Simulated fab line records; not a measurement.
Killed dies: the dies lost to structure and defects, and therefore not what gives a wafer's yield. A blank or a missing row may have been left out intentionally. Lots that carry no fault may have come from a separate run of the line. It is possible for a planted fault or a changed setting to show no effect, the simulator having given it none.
fab line records | flow n5Finfet
record: lots: 13 | wafers: 35 | lastDay: 18
route steps=1938 shown BEOL_M6@1250 BEOL_M7@1273
lots untouched by any fault: they come from a run of this same line in which no faults occurred
startH: start of the lot's first displayed wafer, in hours after the record's first day | waitH: hours elapsed since this lot's preceding step | " repeats the value in the row above | L1.1+2: a single row standing in for several wafers | - no value, or no start was given | * or withheld: withheld | < > ~ a bound
route shown NAME@n: NAME is a module with steps in the file, n the number in the route of the first one | usual: mean/standard deviation taken from wafers without a fault | same: alike in all rows | chamber/n: place in a boat | sites: per-site readings | _std_site: the values' standard deviation | _edge_site: mean of outer sites minus mean of inner sites | radiusMm: how far each site lies from the wafer's centre | mask NAME#n: copy n | behind: the tool/chamber that last shaped the wafer | hold: reason for holding the lot/hours on hold/outcome of the hold | device: whichever transistor did not switch (one of n, p or np) | end of line: the route-end tests of the same wafers | a step without rows: its recipe alone | killed: at the first sort, the dies lost to defects and structure; wafer yield is something else | map: a wafer's dies, x killed, . not, _ none there
set.NAME: the run value of the setting; set.NAME@STEP: its run value at that earlier step | model.NAME: the simulator's own value behind a step, which no gauge read
the route's steps for a sample of lots (tables are steps, rows are wafers)
services: a tool's chamber out of use, with start hour (startH, from the record's first day; less than 0 if before it), hours out, and reason
== steps ==
step: N5_BEOL_M6_PRE_CLEAN_45
recipe: gas: H2/He | timeS: 30 | tempC: 250
usual: heaterPowerW: 335/36
same: timeS: 30
lot.wafer | tool          | chamber | startH | waitH | heaterPowerW
L624.3    | pvdSputter-01 | -       | 225.03 | 0.0   | 259
L624.4    | "             | -       | "      | "     | 304
L624.6    | "             | -       | "      | "     | 265
L628.1    | pvdSputter-01 | -       | 230.22 | 0.0   | 383
L628.3    | "             | -       | "      | "     | 316
L626.1    | pvdSputter-02 | -       | 233.29 | 0.0   | 327
L626.3    | "             | -       | "      | "     | 339
L626.6    | "             | -       | "      | "     | 341
L631.4    | pvdSputter-03 | -       | 236.75 | 0.0   | 331
L631.5    | "             | -       | "      | "     | 348
L629.4    | pvdSputter-03 | -       | 241.87 | 0.0   | 388
L629.5    | "             | -       | "      | "     | 319
L632.3    | pvdSputter-01 | -       | 268.53 | 0.0   | 308
L632.5    | "             | -       | "      | "     | 389
L632.6    | "             | -       | "      | "     | 268
L633.2    | pvdSputter-03 | -       | 268.61 | 0.0   | 337
L633.5    | "             | -       | "      | "     | 386
L633.6    | "             | -       | "      | "     | 315
L635.2    | pvdSputter-03 | -       | 276.02 | 0.0   | 336
L635.3    | "             | -       | "      | "     | 377
L635.6    | "             | -       | "      | "     | 363
L636.3    | pvdSputter-02 | -       | 299.93 | 0.0   | 325
L636.4    | "             | -       | "      | "     | 329
L636.5    | "             | -       | "      | "     | 335
L637.2    | pvdSputter-03 | -       | 300.29 | 0.0   | 366
L637.3    | "             | -       | "      | "     | 342
L640.1    | pvdSputter-02 | -       | 316.57 | 0.0   | 339
L640.4    | "             | -       | "      | "     | 305
L640.5    | "             | -       | "      | "     | 326
L644.4    | pvdSputter-01 | -       | 326.73 | 0.0   | 264
L644.5    | "             | -       | "      | "     | 315
L644.6    | "             | -       | "      | "     | 307
L646.2    | pvdSputter-03 | -       | 343.40 | 0.0   | 334
L646.3    | "             | -       | "      | "     | 367
L646.6    | "             | -       | "      | "     | 346
step: N5_BEOL_M6_CMP_52
recipe: stopOn: SiCOH_lowk | tOverpolishS: 6.9 | downForcePsi: 1 | platenRpm: 50 | clearingPlatenDownForcePsi: 1.5 | clearingPlatenRpm: 50 | postCmpClean: cuAlkaline | targetThkNm: 80 | clearingPlatenPadVelocityMS: 0.99484 | padVelocityMS: 0.99484
usual: barrierFieldEndpointS: 28.9/0.71 | motorCurrentA: 5.9/0.55 | overpolishRunS: 6.900/0.0086 | timeToEndpointS: 62.1/2.9
lot.wafer | tool   | chamber | startH | waitH | barrierFieldEndpointS | motorCurrentA | overpolishRunS | timeToEndpointS
L624.4    | cmp-04 | 2       | 228.15 | 0.1   | 29.7                  | 5.5           | 6.910          | 62.9
L624.3    | "      | 3       | "      | "     | 30.4                  | 7.0           | 6.901          | 69.2
L624.6    | "      | 3       | "      | "     | 30.6                  | 6.7           | 6.918          | 68.8
L628.3    | cmp-01 | 2       | 231.25 | 0.2   | 28.3                  | 5.7           | 6.897          | 60.7
L628.1    | "      | 3       | "      | "     | 27.1                  | 5.3           | 6.918          | 57.1
L626.3    | cmp-01 | 2       | 238.04 | 0.2   | 29.9                  | 5.6           | 6.885          | 65.9
L626.1    | "      | 3       | "      | "     | 29.1                  | 5.1           | 6.906          | 61.3
L626.6    | "      | 3       | "      | "     | 29.2                  | 5.7           | 6.899          | 62.0
L631.4    | cmp-04 | 2       | 240.54 | 0.1   | 29.7                  | 5.0           | 6.897          | 62.1
L631.5    | "      | 3       | "      | "     | 29.0                  | 6.4           | 6.890          | 62.8
L629.4    | cmp-02 | 0       | 244.68 | 0.2   | 28.5                  | 6.3           | 6.904          | 57.7
L629.5    | "      | 2       | "      | "     | 28.6                  | 6.2           | 6.904          | 63.2
L632.3    | cmp-04 | 1       | 270.89 | 0.4   | 28.1                  | 5.8           | 6.890          | 57.8
L632.5    | "      | 1       | "      | "     | 29.2                  | 6.2           | 6.883          | 57.4
L632.6    | "      | 2       | "      | "     | 29.9                  | 4.9           | 6.890          | 62.1
L633.2    | cmp-02 | 3       | 271.39 | 0.3   | 28.4                  | 6.1           | 6.907          | 60.5
L633.5    | "      | 3       | "      | "     | 28.1                  | 6.0           | 6.896          | 61.6
L633.6    | "      | 0       | "      | "     | 29.8                  | 6.0           | 6.892          | 63.7
L635.3    | cmp-02 | 1       | 277.34 | 0.3   | 28.1                  | 5.5           | 6.909          | 59.5
L635.2    | "      | 2       | "      | "     | 28.9                  | 6.6           | 6.898          | 61.1
L635.6    | "      | 2       | "      | "     | 29.0                  | 6.6           | 6.894          | 62.3
L636.4    | cmp-04 | 2       | 301.39 | 0.1   | 29.2                  | 5.5           | 6.903          | 64.7
L636.3    | "      | 0       | "      | "     | 28.4                  | 5.1           | 6.906          | 62.0
L636.5    | "      | 2       | "      | "     | 30.1                  | 5.1           | 6.920          | 68.3
L637.2    | cmp-04 | 1       | 302.20 | 0.3   | 28.8                  | 5.8           | 6.892          | 66.0
L637.3    | "      | 3       | "      | "     | 29.7                  | 7.0           | 6.910          | 68.1
L640.4    | cmp-04 | 2       | 318.04 | 0.2   | 29.4                  | 5.3           | 6.915          | 64.6
L640.1    | "      | 3       | "      | "     | 29.4                  | 7.3           | 6.903          | 66.4
L640.5    | "      | 2       | "      | "     | 29.2                  | 5.2           | 6.887          | 62.1
L644.4    | cmp-02 | 0       | 328.25 | 0.2   | 29.2                  | 6.0           | 6.907          | 62.2
L644.6    | "      | 2       | "      | "     | 29.1                  | 6.5           | 6.900          | 62.5
L644.5    | "      | 3       | "      | "     | 28.3                  | 6.3           | 6.908          | 63.5
L646.3    | cmp-04 | 2       | 344.56 | 0.2   | 29.5                  | 5.2           | 6.901          | 67.5
L646.2    | "      | 3       | "      | "     | 28.8                  | 6.7           | 6.898          | 66.0
L646.6    | "      | 3       | "      | "     | 29.2                  | 6.7           | 6.898          | 67.7
step: N5_BEOL_M6_INSPECT_58
recipe: inspectInstrument: darkfield | mode: postDep
usual: rawDefectCount: 71/22
lot.wafer | tool             | chamber | startH | waitH | rawDefectCount
L624.3    | defectInspect-01 | -       | 228.60 | 0.0   | 91
L624.4    | "                | -       | "      | "     | 75
L624.6    | "                | -       | "      | "     | 98
L628.1    | defectInspect-01 | -       | 231.70 | 0.0   | 63
L628.3    | "                | -       | "      | "     | 60
L626.1    | defectInspect-01 | -       | 238.49 | 0.0   | 63
L626.3    | "                | -       | "      | "     | 88
L626.6    | "                | -       | "      | "     | 73
L631.4    | defectInspect-02 | -       | 241.00 | 0.0   | 84
L631.5    | "                | -       | "      | "     | 58
L629.4    | defectInspect-01 | -       | 245.02 | 0.0   | 50
L629.5    | "                | -       | "      | "     | 46
L632.3    | defectInspect-01 | -       | 271.34 | 0.0   | 88
L632.5    | "                | -       | "      | "     | 73
L632.6    | "                | -       | "      | "     | 55
L633.2    | defectInspect-02 | -       | 271.84 | 0.0   | 43
L633.5    | "                | -       | "      | "     | 54
L633.6    | "                | -       | "      | "     | 54
L635.2    | defectInspect-02 | -       | 277.79 | 0.0   | 48
L635.3    | "                | -       | "      | "     | 82
L635.6    | "                | -       | "      | "     | 77
L636.3    | defectInspect-01 | -       | 301.85 | 0.0   | 43
L636.4    | "                | -       | "      | "     | 65
L636.5    | "                | -       | "      | "     | 42
L637.2    | defectInspect-02 | -       | 302.61 | 0.0   | 75
L637.3    | "                | -       | "      | "     | 41
L640.1    | defectInspect-02 | -       | 318.45 | 0.0   | 66
L640.4    | "                | -       | "      | "     | 33
L640.5    | "                | -       | "      | "     | 79
L644.4    | defectInspect-01 | -       | 328.63 | 0.0   | 54
L644.5    | "                | -       | "      | "     | 52
L644.6    | "                | -       | "      | "     | 60
L646.2    | defectInspect-02 | -       | 345.01 | 0.0   | 74
L646.3    | "                | -       | "      | "     | 98
L646.6    | "                | -       | "      | "     | 62
step: N5_BEOL_M7_EXPOSE_08
recipe: maskId: M7 | na: 1.35 | sourceShape: dipole | sigmaInner: 0.817 | sigmaOuter: 0.97 | polarization: te | doseMj: 68.25
usual: exposureDoseMJCm2: 68.19/0.066
lot.wafer | tool           | chamber | startH | waitH | mask | exposureDoseMJCm2
L624.3    | arfiScanner-02 | 0       | 231.16 | -     | M7#0 | 68.23
L624.4    | "              | 0       | "      | "     | M7#0 | 68.29
L624.6    | "              | 0       | "      | "     | M7#0 | 68.25
L628.1    | arfiScanner-02 | 0       | 233.31 | -     | M7#0 | 68.12
L628.3    | "              | 0       | "      | "     | M7#0 | 68.23
L626.1    | arfiScanner-02 | 0       | 239.89 | -     | M7#0 | 68.23
L626.3    | "              | 0       | "      | "     | M7#0 | 68.18
L626.6    | "              | 0       | "      | "     | M7#0 | 68.23
L631.4    | arfiScanner-02 | 0       | 243.19 | -     | M7#0 | 68.18
L631.5    | "              | 0       | "      | "     | M7#0 | 68.18
L629.4    | arfiScanner-03 | 0       | 247.63 | -     | M7#0 | 68.27
L629.5    | "              | 0       | "      | "     | M7#0 | 68.24
L632.3    | arfiScanner-01 | 0       | 275.06 | -     | M7#0 | 68.07
L632.5    | "              | 0       | "      | "     | M7#0 | 68.04
L632.6    | "              | 0       | "      | "     | M7#0 | 68.09
L633.2    | arfiScanner-02 | 0       | 275.23 | -     | M7#0 | 68.14
L633.5    | "              | 0       | "      | "     | M7#0 | 68.22
L633.6    | "              | 0       | "      | "     | M7#0 | 68.22
L635.2    | arfiScanner-03 | 0       | 279.50 | -     | M7#0 | 68.12
L635.3    | "              | 0       | "      | "     | M7#0 | 68.12
L635.6    | "              | 0       | "      | "     | M7#0 | 68.22
L636.3    | arfiScanner-02 | 0       | 304.72 | -     | M7#0 | 66.25
L636.4    | "              | 0       | "      | "     | M7#0 | 66.20
L636.5    | "              | 0       | "      | "     | M7#0 | 66.28
L637.2    | arfiScanner-03 | 0       | 304.87 | -     | M7#0 | 68.18
L637.3    | "              | 0       | "      | "     | M7#0 | 68.21
L640.1    | arfiScanner-02 | 0       | 320.19 | -     | M7#0 | 66.49
L640.4    | "              | 0       | "      | "     | M7#0 | 66.54
L640.5    | "              | 0       | "      | "     | M7#0 | 66.51
L644.4    | arfiScanner-03 | 0       | 331.22 | -     | M7#0 | 68.22
L644.5    | "              | 0       | "      | "     | M7#0 | 68.18
L644.6    | "              | 0       | "      | "     | M7#0 | 68.23
L646.2    | arfiScanner-03 | 0       | 347.54 | -     | M7#0 | 68.22
L646.3    | "              | 0       | "      | "     | M7#0 | 68.14
L646.6    | "              | 0       | "      | "     | M7#0 | 68.14
== services ==
tool           | chamber | startH | hours | kind
arfiScanner-03 | -       | 203.82 | 0.6   | repair
pvdSputter-02  | -       | 207.13 | 4.6   | repair
arfiScanner-02 | -       | 207.62 | 0.8   | pm
cmp-01         | -       | 213.24 | 2.2   | repair
arfiScanner-01 | -       | 216.50 | 1.3   | pm
cmp-04         | -       | 221.30 | 4.0   | pm
arfiScanner-03 | -       | 224.61 | 1.0   | pm
arfiScanner-01 | -       | 234.45 | 5.4   | repair
pvdSputter-03  | -       | 239.40 | 1.2   | repair
cmp-01         | -       | 239.82 | 5.8   | repair
cmp-02         | -       | 246.69 | 7.8   | pm
cmp-01         | -       | 247.03 | 0.3   | repair
cmp-01         | -       | 247.35 | 1.5   | repair
arfiScanner-03 | -       | 248.90 | 1.3   | pm
arfiScanner-03 | -       | 250.32 | 1.7   | repair
arfiScanner-02 | -       | 252.64 | 1.3   | pm
cmp-04         | -       | 253.92 | 7.0   | pm
cmp-01         | -       | 260.03 | 0.9   | repair
cmp-01         | -       | 267.74 | 4.1   | pm
cmp-01         | -       | 277.06 | 4.0   | pm
arfiScanner-03 | -       | 321.22 | 1.0   | pm
arfiScanner-03 | -       | 332.93 | 0.8   | pm
cmp-02         | -       | 338.94 | 2.4   | repair
cmp-02         | -       | 346.39 | 0.6   | repair
== key ==
firstSign: step: N5_BEOL_M7_EXPOSE_08 | reading: exposureDoseMJCm2 | direction: down | sigmas: 27 | usual: 68.19 | struck: 66.38
effect none on later readings
metAt N5_BEOL_M7_EXPOSE_08
struckLots L636,L640
loopTrim: step: N5_BEOL_M7_EXPOSE_08 | setting: dose | lots: L640
baselineLoss: step: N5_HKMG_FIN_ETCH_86 | wafers: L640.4
notActingAt N5_BEOL_M6_PRE_CLEAN_45,N5_BEOL_M6_CMP_52,N5_BEOL_M6_INSPECT_58
onsetBetween 275.23 304.72
fault: kind: processParameterDrift | tool: arfiScanner-02 | chamber: - | onsetH: 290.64 | steps: N5_BEOL_M7_EXPOSE_08 | channel: doseMj | offset: -1.9468 | shape: step | actsIn: theseRecipesOnly | stated: 68.25
loopTrim: a control loop set the setting to another value than it would have without faults
baselineLoss: these wafers lose ten dies or more at that step, a loss of the line's own and not of a fault; the sort's usual values leave them out
